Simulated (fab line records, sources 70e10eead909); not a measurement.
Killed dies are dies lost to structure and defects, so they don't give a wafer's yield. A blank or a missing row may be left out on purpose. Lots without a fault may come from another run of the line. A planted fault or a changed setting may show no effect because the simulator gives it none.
Chamber matching | flow nand_harc | NHARC_A_WL_FILL_ALD_10 on ald_hk-02: 4 sister chambers
The step deposits SiO2, target thk 50 nm, pulse time 10 s, ald cycles 500. 8 wafers are shown with their chamber, then 9 later ones without.

WAFERS WITH THEIR CHAMBER
wafer  | chamber | heater_power_w (W) | precursor_pulse_height_rel
L081.5 | 2       | 427                | 1.003
L083.4 | 2       | 453                | 0.964
L082.1 | 0       | 513                | 0.987
L082.4 | 3       | 368                | 1.022
L082.5 | 1       | 468                | 1.041
L085.2 | 3       | 366                | 1.000
L085.3 | 1       | 473                | 0.979
L085.4 | 0       | 503                | 1.013

WAFERS WITHOUT THEIR CHAMBER
wafer  | heater_power_w (W) | precursor_pulse_height_rel
L088.1 | 436                | 0.959
L088.3 | 492                | 1.018
L088.5 | 374                | 0.992
L090.1 | 373                | 1.014
L090.4 | 512                | 0.955
L090.5 | 378                | 0.993
L093.1 | 514                | 1.001
L093.2 | 436                | 0.998
L093.3 | 485                | 1.001

WHICH CHAMBER EACH WENT THROUGH
wafer  | from the rows above     | in truth
L088.1 | 2                       | 2
L088.3 | can't be placed: 0 or 1 | 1
L088.5 | 3                       | 3
L090.1 | 3                       | 3
L090.4 | 0                       | 0
L090.5 | 3                       | 3
L093.1 | 0                       | 0
L093.2 | 2                       | 2
L093.3 | can't be placed: 1 or 0 | 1
Placed correctly: 7 of 9. Can't be placed from these rows: 2 (the true chamber is among the candidates in 2). Placed wrongly: 0.
How it was worked out, from the rows above alone: a wafer's distance from a chamber is the root of the sum, over the readings, of the square of ((its reading less the chamber's mean) divided by the reading's scatter). The wafer belongs to the nearest chamber; if the next one is less than 2 further off, it can't be placed. A chamber's mean is the mean of its shown wafers. The scatter: the root of (the sum of the squares of (reading less its chamber's mean) over the shown wafers, divided by (wafers less chambers)).
